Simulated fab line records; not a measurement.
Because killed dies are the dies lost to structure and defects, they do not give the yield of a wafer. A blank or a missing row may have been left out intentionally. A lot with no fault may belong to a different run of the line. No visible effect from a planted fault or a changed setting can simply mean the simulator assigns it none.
Which of the tools did it? -- flow n5-finfet -- Sampling: 10 lots, 30 wafers, 6 of 1938 route steps

WHAT THE GAUGES READ, wafer by wafer
N5_ZERO_LAYER_CD_MEAS_11: target cd 2000 nm.
lot,measured,on,cd-nm (nm)
L785,day 2 06:46,cd-sem-03,1999.1 2000.5 1997.3
L786,day 2 12:38,cd-sem-03,2000.3 2001.7 1999.1
L789,day 3 06:47,cd-sem-02,1998.3 1998.4 1998.6
L790,day 3 12:46,cd-sem-03,2000.5 1998.5 2002.1
L794,day 4 12:39,cd-sem-02,2000.7 1998.5 1998.9
L796,day 5 00:50,cd-sem-03,1997.5 1997.4 2000.4
L799,day 5 18:50,cd-sem-03,2000.9 2000.8 2000.9
L800,day 6 00:57,cd-sem-02,2000.0 1995.9 1995.8
L803,day 6 18:39,cd-sem-03,1999.3 2001.1 1999.8
L804,day 7 00:46,cd-sem-02,2000.3 1998.0 1999.7

N5_WELL_APT_CD_MEAS_25: target cd 200 nm.
lot,measured,on,cd-nm (nm)
L785,day 2 09:42,cd-sem-03,198.3 200.5 200.3
L786,day 2 15:02,cd-sem-01,206.7 203.1 200.6
L789,day 3 09:11,cd-sem-01,199.0 200.7 199.1
L790,day 3 15:16,cd-sem-03,218.8 219.0 217.7
L794,day 4 14:44,cd-sem-02,217.0 219.9 217.9
L796,day 5 03:58,cd-sem-01,198.9 196.2 196.7
L799,day 5 21:09,cd-sem-02,196.6 200.1 200.5
L800,day 6 03:38,cd-sem-01,197.4 199.5 199.0
L803,day 6 21:56,cd-sem-01,199.5 197.5 198.3
L804,day 7 03:27,cd-sem-01,203.8 200.7 199.1

N5_PMOS_HMC_CHANNEL_EPI_OVL_MEAS_10.
lot,measured,on,PMOS_HMC_BLK_OVL (nm)
L785,day 2 12:04,overlay-02,-0.2 -0.1 -1.0
L786,day 2 17:32,overlay-02,-0.5 -2.5 -0.5
L789,day 4 02:23,overlay-01,-0.3 -0.2 -0.7
L790,day 4 02:07,overlay-01,-0.9 -1.3 -1.6
L794,day 4 17:35,overlay-01,1.0 -0.2 1.0
L796,day 5 06:41,overlay-01,-0.2 -0.2 -0.1
L799,day 5 23:34,overlay-01,0.0 1.1 0.6
L800,day 6 06:13,overlay-01,-0.3 0.2 -0.4
L803,day 7 01:23,overlay-02,0.0 0.9 -0.6
L804,day 7 06:13,overlay-02,-0.1 -0.1 0.6

N5_BEOL_M4_RC_MEAS_101.
lot,measured,on,DIBL_N (mV/V),DIBL_P (mV/V),IOFF_N (nA/um),IOFF_P (nA/um),ION_N (uA/um),ION_P (uA/um),SS_N (mV/dec),SS_P (mV/dec),VT_N (mV),VT_P (mV)
L785,day 9 08:46,prober-02,34.4 36.9 34.8,35.0 36.6 35.4,0.161 0.190 0.161,0.204 0.235 0.207,690 685 683,473 468 470,71.0 71.5 71.2,72.9 72.9 72.8,247.3 247.2 247.0,-247 -249 -248
L786,day 9 15:33,prober-02,35.6 34.9 33.4,36.2 35.3 33.9,0.157 0.144 0.128,0.204 0.190 0.175,668 678 662,458 466 460,71.2 70.7 71.4,73.5 73.0 72.2,250.6 251.0 250.9,-252 -250 -254
L789,day 10 15:15,prober-02,36.6 36.2 36.5,36.8 37.2 36.4,0.179 0.175 0.178,0.247 0.250 0.242,688 684 692,478 467 470,71.8 71.8 71.5,73.4 74.1 73.8,246.2 246.8 245.6,-246 -247 -246
L790,day 11 08:06,prober-01,33.8 36.5 33.9,35.6 38.3 35.4,0.144 0.198 0.141,0.198 0.240 0.193,680 682 673,462 465 463,70.4 71.9 71.2,72.0 73.4 72.9,250.6 247.1 251.9,-247 -248 -249
L794,day 11 18:49,prober-02,37.9 38.8 35.5,37.7 39.6 34.0,0.183 0.205 0.139,0.200 0.236 0.154,669 692 666,446 464 448,72.2 71.5 70.5,74.2 74.3 72.4,247.5 244.7 249.5,-254 -250 -258
L796,day 11 22:29,prober-02,37.6 37.8 37.4,37.1 37.5 38.6,0.191 0.195 0.199,0.259 0.257 0.282,674 674 681,469 465 483,71.7 70.7 71.6,73.2 73.8 73.4,246.3 244.4 243.6,-245 -245 -244
L799,day 12 20:09,prober-01,37.3 38.5 37.3,38.8 41.1 39.1,0.190 0.215 0.184,0.216 0.266 0.224,691 694 680,462 470 460,72.7 72.8 72.4,73.5 73.8 72.9,250.1 246.7 249.1,-250 -249 -251
L800,day 13 00:31,prober-01,34.1 37.0 34.3,34.9 38.8 35.9,0.142 0.183 0.139,0.167 0.216 0.183,681 687 666,456 460 457,71.6 72.4 71.3,73.3 74.0 73.6,250.8 250.0 252.7,-255 -251 -254
L803,day 13 23:40,prober-02,37.6 35.0 35.9,38.1 36.6 36.8,0.174 0.144 0.145,0.210 0.189 0.185,688 675 672,464 459 452,71.7 71.2 71.4,73.8 72.9 73.8,248.4 250.1 251.0,-252 -255 -253
L804,day 13 07:43,prober-02,35.4 34.4 36.7,33.3 33.6 35.4,0.125 0.127 0.148,0.197 0.199 0.233,661 671 662,459 469 463,71.2 70.7 71.7,73.2 73.0 73.4,252.5 251.0 249.6,-250 -249 -249

WHICH TOOL RAN EACH LOT (tool, then ch and the chambers of the sampled wafers, then the start)
lot,N5_WELL_APT_PEB_23,N5_PMOS_HMC_CHANNEL_EPI_HM_DEP_34
L785,"litho-track-03 ch 0, day 2 09:35","pecvd-04 ch 0,1, day 2 11:38"
L786,"litho-track-01 ch 0, day 2 14:55","pecvd-01 ch 0,2, day 2 17:06"
L789,"litho-track-03 ch 0, day 3 09:04","pecvd-02 ch 0,1,2, day 4 01:57"
L790,"litho-track-03 ch 0, day 3 15:09","pecvd-01 ch 0,1,2, day 4 01:49"
L794,"litho-track-03 ch 0, day 4 14:38","pecvd-04 ch 0,1,2, day 4 17:09"
L796,"litho-track-04 ch 0, day 5 03:51","pecvd-02 ch 0,2, day 5 06:14"
L799,"litho-track-04 ch 0, day 5 21:02","pecvd-02 ch 0,2, day 5 23:08"
L800,"litho-track-04 ch 0, day 6 03:31","pecvd-04 ch 0,1, day 6 05:47"
L803,"litho-track-04 ch 0, day 6 21:49","pecvd-04 ch 1,2, day 7 01:04"
L804,"litho-track-04 ch 0, day 7 03:20","pecvd-04 ch 1,2, day 7 05:47"
- N5_WELL_APT_PEB_23: peb time 90 s.
- N5_PMOS_HMC_CHANNEL_EPI_HM_DEP_34: deposits SiO2 from TEOS/O2, target thk 36 nm, time 6.9 s.

AS READ BY THE TOOLS THEMSELVES (means over the sampled wafers that have a number; for cases with no such wafer, the mark the record gives instead)
N5_WELL_APT_PEB_23.
lot,tool,exhaust-pa (Pa),heater-power-total-W (W),plate-temp-C (C)
L785,litho-track-03,44.9,171.4,130.05
L786,litho-track-01,44.1,172.5,130.06
L789,litho-track-03,45.3,172.0,129.99
L790,litho-track-03,44.7,180.8,134.31
L794,litho-track-03,46.5,180.2,134.31
L796,litho-track-04,46.2,172.9,130.01
L799,litho-track-04,45.6,173.4,130.01
L800,litho-track-04,45.3,172.8,129.98
L803,litho-track-04,44.4,172.3,130.00
L804,litho-track-04,45.6,172.5,130.21

N5_PMOS_HMC_CHANNEL_EPI_HM_DEP_34.
lot,tool,heater-power-w (W),showerhead-plenum-p-Torr (Torr),throttle-valve-pct (%)
L785,pecvd-04,525,8.36,18.3
L786,pecvd-01,622,8.42,18.9
L789,pecvd-02,615,8.35,18.7
L790,pecvd-01,695,8.40,18.9
L794,pecvd-04,508,8.37,18.2
L796,pecvd-02,636,8.39,17.8
L799,pecvd-02,635,8.38,17.7
L800,pecvd-04,486,8.34,18.3
L803,pecvd-04,551,8.37,18.3
L804,pecvd-04,536,8.34,18.5

THE ANSWER, worked out from the rows above alone
Rule: what is usual is taken from the lots themselves. The widest of any qualifying gaps counts: lots, ordered by their means at a reading, are off when they make up no more than a third of the lots, leave a main group of 4 or more, and stand apart from it by 3 or more times the standard deviation of that group's means. A main group whose means are all the same, to the digits that the tables above print for the reading, isn't used. A lot without any number at a reading at which 4 lots or more have one is off too. The other lots that the step has rows for count as sound. Order of review: gauges by route order, followed by the tools' own readings, for which a lot's mean as printed above is used. The first step at which some lot is off is used, and at that step the reading that is off furthest; a lot without a number counts as furthest.
Off: L790, L794 (N5_WELL_APT_CD_MEAS_25, cd-nm). Main group: mean 199.7 nm, sd 1.8.
If a tool, at a process step before that reading, ran all the lots that are off and no sound lot after the first of them, it fits. The gauges at N5_WELL_APT_CD_MEAS_25 aren't tried: what is off there is off at N5_WELL_APT_PEB_23 too, on other tools, and a gauge's error can't cause that. One fits: N5_WELL_APT_PEB_23 on litho-track-03. A fault onset in the window from L789 (day 3 09:04, its last sound lot) to L790 (day 3 15:09, its first lot off) fits.
The tool's own readings at N5_WELL_APT_PEB_23 bear it out: on the lots that are off they differ by more than 5 times the standard deviation of the sound lots' means. heater-power-total-W reads 180.5 W there against 172.5 W on the sound lots; plate-temp-C reads 134.31 C there against 130.04 C on the sound lots.

WHAT THE SIMULATOR PUT IN
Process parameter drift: litho-track-03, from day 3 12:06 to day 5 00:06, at N5_WELL_APT_PEB_23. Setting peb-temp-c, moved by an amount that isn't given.
Struck lots among those shown: L790, L794. The rule above reached the same finding.
